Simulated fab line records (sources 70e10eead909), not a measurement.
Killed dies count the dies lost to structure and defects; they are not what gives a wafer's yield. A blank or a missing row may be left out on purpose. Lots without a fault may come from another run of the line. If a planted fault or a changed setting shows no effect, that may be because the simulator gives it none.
A struck lot beside a sound one	flow nand_harc	31 steps out of a route of 1302
Sound: these wafers, L532.1, L532.5, L532.6. Struck: wafer L542.6. (L542.2, L542.5 of the same lot were not struck and are left out.) The cause comes at the end.
Each step with rows lists, per side, the tool, then ch with its chambers, then its first start. Under that, the readings that differ: sound wafers	struck wafers	difference of the means	sigmas: that difference in standard deviations of wafers without a fault.
alike: same words and numbers on both sides, and readings whose means sit less than 2 such deviations apart. not compared: any withheld reading, any reading some wafer has no value for, any bound like >300 that may hide the same value, and any number with overlapping values for which the record gives no deviation.
Wherever a step has rows on one side only, a row that says differs or no value, or a row with sigmas, the two part there. Numbers that don't overlap but have no deviation are shown without sigmas and don't part them. A reading that every wafer of one side lacks parts them only if that side has two wafers or more.

first, 2 steps without rows for these wafers: NHARC_A_CHANNEL_HOLE_D2_PEB_08 (peb time 65 s); NHARC_A_CHANNEL_HOLE_D2_DEVELOP_09 (develop time 35 s).
NHARC_A_CHANNEL_HOLE_D2_CD_MEAS_10: target cd 100 nm.
  sound on cd_sem-02 ch 0, day 13 05:53; struck on cd_sem-01 ch 0, day 17 01:44
reading	sound	struck	difference	sigmas
cd_nm (nm)	100.8 101.2 101.0	99.5	-1.5	-2
NHARC_A_CHANNEL_HOLE_D2_OVL_MEAS_11:
  sound: overlay-02 at day 13 05:59; struck: overlay-01 at day 17 01:49
  alike: overlay_x_nm, overlay_y_nm
NHARC_A_CHANNEL_HOLE_D2_INSPECT_12:
  sound: defect_inspect-02 at day 13 06:01; struck: defect_inspect-02 at day 17 01:51
reading	sound	struck	difference	sigmas
raw_defect_count	3 4 1	50	+47	+2
then, 5 steps without rows for these wafers: NHARC_A_CHANNEL_HOLE_D2_DESCUM_15 (chemistry O2, time 3 s); NHARC_A_CHANNEL_HOLE_D2_ETCH_38 (etches the open film in CF4, target depth 39 nm, time 65 s); NHARC_A_CHANNEL_HOLE_D2_ETCH_39 (etches the open film in N2/H2, target depth 260 nm, time 325 s); NHARC_A_CHANNEL_HOLE_D2_ETCH_34 (etches the open film in CF4/CHF3, target depth 154 nm, time 77 s); NHARC_A_CHANNEL_HOLE_D2_ETCH_16 (etches the open film in O2/COS, target depth 3100 nm, time 806 s).
NHARC_A_CHANNEL_HOLE_D2_CD_MEAS_18:
  sound: cd_sem-03 at day 13 07:11; struck: cd_sem-03 at day 17 03:01
reading	sound	struck	difference	sigmas
cd_nm (nm)	97.1 97.0 103.6	105.2	+6.0	+2
NHARC_A_CHANNEL_HOLE_D2_ETCH_19: etches the open film in C4F8/O2/Ar, time 34.5 s.
  sound on har_etch-01 ch 0,1, day 13 07:17; struck on har_etch-01 ch 1, day 17 05:20
  alike: drypump_motor_current_A, showerhead_plenum_p_Torr, throttle_valve_pct
  not compared: rf_hours_counter_h
NHARC_A_CHANNEL_HOLE_D2_ETCH_20: etches the open film in C4F8/O2/Ar, time 361.9 s, target depth 1600 nm.
  sound on har_etch-01 ch 0,1, day 13 07:25; struck on har_etch-01 ch 1, day 17 05:28
  alike: drypump_motor_current_A, showerhead_plenum_p_Torr, throttle_valve_pct
  not compared: rf_hours_counter_h
then, 2 steps without rows for these wafers: NHARC_A_CHANNEL_HOLE_D2_ETCH_21 (etches the open film in C4F8/O2/Ar, time 514.3 s, target depth 1600 nm); NHARC_A_CHANNEL_HOLE_D2_ETCH_22 (etches the open film in C4F8/O2/Ar, time 666.7 s, target depth 1600 nm).
NHARC_A_CHANNEL_HOLE_D2_ETCH_23: etches the open film in C4F8/O2/Ar, time 819 s, target depth 1600 nm.
  sound on har_etch-01 ch 0,1, day 13 08:49; struck on har_etch-01 ch 1, day 17 06:46
  alike: drypump_motor_current_A, showerhead_plenum_p_Torr, throttle_valve_pct
  not compared: rf_hours_counter_h
then, 1 step without rows for these wafers: NHARC_A_CHANNEL_HOLE_D2_ETCH_24 (etches the open film in C4F8/O2/Ar, time 906.2 s, target depth 1500 nm).
NHARC_A_CHANNEL_HOLE_D2_ETCH_25: etches the open film in C4F8/O2/Ar, time 1040.2 s, target depth 1500 nm.
  sound on har_etch-01 ch 0,1, day 13 10:20; struck on har_etch-01 ch 1, day 17 08:14
  alike: drypump_motor_current_A, showerhead_plenum_p_Torr, throttle_valve_pct
  not compared: rf_hours_counter_h
then, 1 step without rows for these wafers: NHARC_A_CHANNEL_HOLE_D2_ETCH_26 (etches the open film in C4F8/O2/Ar, time 224.1 s, target depth 300 nm).
NHARC_A_CHANNEL_HOLE_D2_ETCH_27: etches the open film in C4F8/O2/Ar, time 90 s, target depth 400 nm.
  sound on har_etch-01 ch 0,1, day 13 11:17; struck on har_etch-01 ch 1, day 17 09:19
reading	sound	struck	difference	sigmas
throttle_valve_pct (%)	27.600 27.633 27.614	27.646	+0.030	+3
  alike: drypump_motor_current_A, showerhead_plenum_p_Torr
  not compared: rf_hours_counter_h
then, 3 steps without rows for these wafers: NHARC_A_CHANNEL_HOLE_D2_STRIP_41 (strips in N2/H2); NHARC_A_CHANNEL_HOLE_D2_STRIP_42 (strips in CF4/CHF3); NHARC_A_CHANNEL_HOLE_D2_STRIP_43 (strips in O2/COS).
NHARC_A_CHANNEL_HOLE_D2_ETCH_44: etches the open film in CF4/O2, target depth 140 nm, overetch 14 nm, time 77 s.
  sound on rie_diel-03 ch 0,1,3, day 13 12:01; struck on rie_diel-03 ch 1, day 17 10:05
  alike: cf4_flow_sccm, drypump_motor_current_A, oes_product_au, rf_vpp_V, showerhead_plenum_p_Torr, throttle_valve_pct
  not compared: rf_hours_counter_h
then, 3 steps without rows for these wafers: NHARC_A_CHANNEL_HOLE_D2_STRIP_28 (strips in O2); NHARC_A_CHANNEL_HOLE_D2_PRECLEAN_29 (cleans in SC1); NHARC_A_CHANNEL_HOLE_D2_SRD_30.
NHARC_A_CHANNEL_HOLE_D2_CD_MEAS_31:
  sound: cd_sem-01 at day 13 12:47; struck: cd_sem-02 at day 17 10:52
  alike: cd_nm
NHARC_A_CHANNEL_HOLE_D2_XSEM_32:
  sound on xsem-02 ch 0, day 13 12:53; struck on xsem-02 ch 0, day 17 10:58
reading	sound	struck	difference	sigmas
bow_nm (nm)	9.09 9.04 9.12	9.82	+0.74	+3
  alike: bot_cd_nm, tilt_deg
NHARC_A_CHANNEL_HOLE_D2_INSPECT_40:
  sound: defect_inspect-01 at day 13 12:59; struck: defect_inspect-02 at day 17 11:03
reading	sound	struck	difference	sigmas
raw_defect_count	230 183 219	399	+188	+2
-- the record jumps here: 11 days lie between the struck wafers' starts before and after (it left off in module A_CHANNEL_HOLE_D2 and takes up again in module END, whose first step shown is number 1302 of the route) --
NHARC_END_SORT_01:
  here the record holds rows for the struck wafers (prober-02 ch 0, day 28 11:01) but none for the sound ones

== WHERE THEY PART ==
At NHARC_A_CHANNEL_HOLE_D2_CD_MEAS_10 first; at NHARC_END_SORT_01 last (within this record only).

WHY: what the simulator had put in
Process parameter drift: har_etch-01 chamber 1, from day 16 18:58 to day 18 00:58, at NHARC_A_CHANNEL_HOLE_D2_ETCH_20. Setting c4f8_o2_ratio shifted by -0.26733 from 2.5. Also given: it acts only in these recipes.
